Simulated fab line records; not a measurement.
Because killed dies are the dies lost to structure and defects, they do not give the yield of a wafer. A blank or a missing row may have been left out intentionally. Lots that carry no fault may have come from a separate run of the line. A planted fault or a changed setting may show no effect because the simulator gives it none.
fab line records -- flow nand-harc
record lots=6, wafers=16, last-day=32
route steps=1302 shown A_ONON_D2@550
lots that met no fault: taken from a fault-free run of the same line
start-h: hours from the record's first day to the start of the lot's first wafer shown -- wait-h: how many hours have passed since the lot's step before this one -- " same as the row above -- L1.1+2: several wafers, shown together as one row -- - either no value or no given start -- * or withheld: withheld -- < > ~ a bound
route shown NAME@n: a module of which the file shows steps, and the number in the route of the first -- usual: mean and standard deviation over wafers with no fault -- same: alike in all rows -- chamber/n: place in a boat -- sites: readings site by site -- _std_site: standard deviation across them -- _edge_site: inner sites' mean taken away from outer sites' mean -- radius-mm: how far each site lies from the wafer's centre -- mask NAME#n: copy n -- behind: the tool/chamber that last shaped the wafer -- hold: the reason the lot was held/the length of the hold in hours/how it ended -- device: names the non-switching transistor (n, p or np) -- end of line: tests of these same wafers at the route's end -- for a step that has no rows: nothing shown but its recipe -- killed: dies that structure and defects cost at the first sort, which is not the same as the wafer's yield -- map: the dies of a wafer, with x for killed, . for not killed, _ for no die there
set.NAME: the setting as run; set.NAME@STEP: as run at that earlier step -- model.NAME: the simulator's own value behind a step, which no gauge read
lots at some steps of the route; a table a step, a row a wafer
services: from which hour (start-h, from the record's first day; less than 0 if before it) a tool's chamber was out of use, for how many hours, and why
## steps
# step NHARC_A_ONON_D2_THK_MEAS_08
# recipe thk-meas-gauge=ellipsometry
# usual thk-nm=996/7.7
lot.wafer,tool,chamber,start-h,wait-h,thk-nm
L864.1,film-metro-01,-,415.17,-,996
L864.4,film-metro-01,-,415.17,-,996
L864.5,film-metro-01,-,415.17,-,995
L863.1,film-metro-01,-,415.31,-,984
L863.4,film-metro-01,-,415.31,-,981
L863.5,film-metro-01,-,415.31,-,982
L867.5,film-metro-01,-,456.35,-,994
L867.6,film-metro-01,-,456.35,-,993
L868.2,film-metro-02,-,467.58,-,1007
L868.3,film-metro-02,-,467.58,-,1005
L868.6,film-metro-02,-,467.58,-,1007
L871.1,film-metro-02,-,486.46,-,1002
L871.6,film-metro-02,-,486.46,-,1001
L870.2,film-metro-01,-,486.47,-,1004
L870.4,film-metro-01,-,486.47,-,1005
L870.6,film-metro-01,-,486.47,-,1004
# step NHARC_A_ONON_D2_DEP_09
# recipe target-thk-a=10000, n2-flow-sccm=2750, n2o-flow-sccm=2000, nh3-flow-sccm=500, sih4-flow-sccm=210, temp-c=400
# step NHARC_A_ONON_D2_THK_MEAS_11
# recipe thk-meas-gauge=ellipsometry
# usual thk-nm=999/10
lot.wafer,tool,chamber,start-h,wait-h,thk-nm
L864.1,film-metro-01,-,415.73,-,989
L864.4,film-metro-01,-,415.73,-,990
L864.5,film-metro-01,-,415.73,-,990
L863.1,film-metro-01,-,415.88,-,1000
L863.4,film-metro-01,-,415.88,-,1001
L863.5,film-metro-01,-,415.88,-,1000
L867.5,film-metro-02,-,456.91,-,1000
L867.6,film-metro-02,-,456.91,-,999
L868.2,film-metro-02,-,468.15,-,981
L868.3,film-metro-02,-,468.15,-,978
L868.6,film-metro-02,-,468.15,-,979
L871.1,film-metro-01,-,487.02,-,1003
L871.6,film-metro-01,-,487.02,-,1002
L870.2,film-metro-02,-,487.04,-,997
L870.4,film-metro-02,-,487.04,-,997
L870.6,film-metro-02,-,487.04,-,998
# step NHARC_A_ONON_D2_DEP_12
# recipe target-thk-a=10000, n2-flow-sccm=2750, n2o-flow-sccm=2000, nh3-flow-sccm=500, sih4-flow-sccm=210, temp-c=400
# step NHARC_A_ONON_D2_THK_MEAS_14
# recipe thk-meas-gauge=ellipsometry
# usual thk-nm=1000/11
lot.wafer,tool,chamber,start-h,wait-h,thk-nm
L864.1,film-metro-01,-,416.30,-,1006
L864.4,film-metro-01,-,416.30,-,1005
L864.5,film-metro-01,-,416.30,-,1009
L863.1,film-metro-02,-,416.44,-,1009
L863.4,film-metro-02,-,416.44,-,1008
L863.5,film-metro-02,-,416.44,-,1010
L867.5,film-metro-01,-,457.48,-,994
L867.6,film-metro-01,-,457.48,-,994
L868.2,film-metro-02,-,468.71,-,1001
L868.3,film-metro-02,-,468.71,-,1002
L868.6,film-metro-02,-,468.71,-,1001
L871.1,film-metro-02,-,487.60,-,995
L871.6,film-metro-02,-,487.60,-,996
L870.2,film-metro-01,-,487.63,-,1023
L870.4,film-metro-01,-,487.63,-,1023
L870.6,film-metro-01,-,487.63,-,1022
# step NHARC_A_ONON_D2_ANNEAL_15
# recipe temp-c=750, time-s=3600
# step NHARC_A_ONON_D2_DEP_16
# recipe target-thk-a=10000, n2-flow-sccm=2750, n2o-flow-sccm=2000, nh3-flow-sccm=500, sih4-flow-sccm=210, temp-c=400
# step NHARC_A_ONON_D2_THK_MEAS_18
# recipe thk-meas-gauge=ellipsometry
# usual thk-nm=1000/10
lot.wafer,tool,chamber,start-h,wait-h,thk-nm
L863.1,film-metro-01,-,424.40,-,992
L863.4,film-metro-01,-,424.40,-,992
L863.5,film-metro-01,-,424.40,-,992
L864.1,film-metro-02,-,424.41,-,1002
L864.4,film-metro-02,-,424.41,-,1003
L864.5,film-metro-02,-,424.41,-,1003
L867.5,film-metro-01,-,465.82,-,1008
L867.6,film-metro-01,-,465.82,-,1005
L868.2,film-metro-01,-,476.09,-,997
L868.3,film-metro-01,-,476.09,-,996
L868.6,film-metro-01,-,476.09,-,996
L871.1,film-metro-02,-,494.98,-,997
L871.6,film-metro-02,-,494.98,-,997
L870.2,film-metro-01,-,494.98,-,1002
L870.4,film-metro-01,-,494.98,-,1003
L870.6,film-metro-01,-,494.98,-,1001
# step NHARC_A_ONON_D2_DEP_19
# recipe target-thk-a=10000, n2-flow-sccm=2750, n2o-flow-sccm=2000, nh3-flow-sccm=500, sih4-flow-sccm=210, temp-c=400
# step NHARC_A_ONON_D2_THK_MEAS_21
# recipe thk-meas-gauge=ellipsometry
# usual thk-nm=1001/11
lot.wafer,tool,chamber,start-h,wait-h,thk-nm
L863.1,film-metro-02,-,424.97,-,995
L863.4,film-metro-02,-,424.97,-,995
L863.5,film-metro-02,-,424.97,-,996
L864.1,film-metro-02,-,424.98,-,1026
L864.4,film-metro-02,-,424.98,-,1024
L864.5,film-metro-02,-,424.98,-,1024
L867.5,film-metro-02,-,466.39,-,994
L867.6,film-metro-02,-,466.39,-,992
L868.2,film-metro-01,-,476.66,-,1001
L868.3,film-metro-01,-,476.66,-,1001
L868.6,film-metro-01,-,476.66,-,1002
L871.1,film-metro-01,-,495.54,-,989
L871.6,film-metro-01,-,495.54,-,988
L870.2,film-metro-02,-,495.55,-,1003
L870.4,film-metro-02,-,495.55,-,1003
L870.6,film-metro-02,-,495.55,-,1004
# step NHARC_A_ONON_D2_DEP_22
# recipe target-thk-a=10000, n2-flow-sccm=2750, n2o-flow-sccm=2000, nh3-flow-sccm=500, sih4-flow-sccm=210, temp-c=400
# step NHARC_A_ONON_D2_THK_MEAS_24
# recipe thk-meas-gauge=ellipsometry
# usual thk-nm=1003/11
lot.wafer,tool,chamber,start-h,wait-h,thk-nm
L863.1,film-metro-01,-,425.53,-,1000
L863.4,film-metro-01,-,425.53,-,1000
L863.5,film-metro-01,-,425.53,-,1000
L864.1,film-metro-01,-,425.55,-,1004
L864.4,film-metro-01,-,425.55,-,1004
L864.5,film-metro-01,-,425.55,-,1005
L867.5,film-metro-01,-,466.95,-,1002
L867.6,film-metro-01,-,466.95,-,1003
L868.2,film-metro-01,-,477.22,-,995
L868.3,film-metro-01,-,477.22,-,998
L868.6,film-metro-01,-,477.22,-,996
L871.1,film-metro-02,-,496.10,-,1010
L871.6,film-metro-02,-,496.10,-,1010
L870.2,film-metro-01,-,496.12,-,1003
L870.4,film-metro-01,-,496.12,-,1003
L870.6,film-metro-01,-,496.12,-,1006
# step NHARC_A_ONON_D2_DEP_25
# recipe target-thk-a=10000, n2-flow-sccm=2750, n2o-flow-sccm=2000, nh3-flow-sccm=500, sih4-flow-sccm=210, temp-c=400
lot.wafer,tool,chamber,start-h,wait-h
L863.1+4+5,pecvd-onon-03,0,425.59,0.1
L864.1+4+5,pecvd-onon-04,0,425.60,0.1
L867.5+6,pecvd-onon-03,0,467.24,0.3
L868.2+3+6,pecvd-onon-04,0,477.34,0.1
L871.1+6,pecvd-onon-03,0,496.15,0.1
L870.2+4+6,pecvd-onon-01,0,496.23,0.1
# step NHARC_A_ONON_D2_THK_MEAS_27
# recipe thk-meas-gauge=ellipsometry
# usual thk-nm=998/8.5
lot.wafer,tool,chamber,start-h,wait-h,thk-nm
L863.1,film-metro-01,-,426.09,-,991
L863.4,film-metro-01,-,426.09,-,990
L863.5,film-metro-01,-,426.09,-,988
L864.1,film-metro-02,-,426.12,-,997
L864.4,film-metro-02,-,426.12,-,995
L864.5,film-metro-02,-,426.12,-,996
L867.5,film-metro-01,-,467.53,-,1005
L867.6,film-metro-01,-,467.53,-,922
L868.2,film-metro-02,-,477.79,-,1000
L868.3,film-metro-02,-,477.79,-,1000
L868.6,film-metro-02,-,477.79,-,1001
L871.1,film-metro-01,-,496.66,-,995
L871.6,film-metro-01,-,496.66,-,914
L870.2,film-metro-02,-,496.69,-,1010
L870.4,film-metro-02,-,496.69,-,1007
L870.6,film-metro-02,-,496.69,-,1007
# step NHARC_A_ONON_D2_DEP_28
# recipe target-thk-a=10000, n2-flow-sccm=2750, n2o-flow-sccm=2000, nh3-flow-sccm=500, sih4-flow-sccm=210, temp-c=400
## services
tool,chamber,start-h,hours,kind
pecvd-onon-03,-,408.00,13.0,pm
pecvd-onon-01,-,450.41,13.0,pm
pecvd-onon-04,-,461.79,1.3,repair
pecvd-onon-04,-,492.27,13.0,pm
## key
first-sign step=NHARC_A_ONON_D2_THK_MEAS_27, reading=thk-nm, direction=down, sigmas=9.5, usual=998, struck=918
effect none on later readings
met-at NHARC_A_ONON_D2_DEP_25
struck-wafers L867.6,L871.6
sort-left-out L867.6,L871.6
tester-left-out L867,L871
onset-between 425.59 467.24
fault kind=process-parameter-drift, tool=pecvd-onon-03, chamber=-, onset-h=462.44, steps=NHARC_A_ONON_D2_DEP_25, channel=target-thk-a, offset=*, shape=step, end-h=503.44, scope=struck-wafers-only, acts-in=*, stated=*
# tester-left-out: of these lots the tester's yield and bins aren't shown, on N5 and GAA mostly nor the transistor test; their killed dies are dies lost to structure and defects alone, not to doping, threshold or leakage, so they don't give the yield
# sort-left-out: the simulated sort isn't trusted on such a fault, so these wafers' sort isn't shown, and their yield isn't known
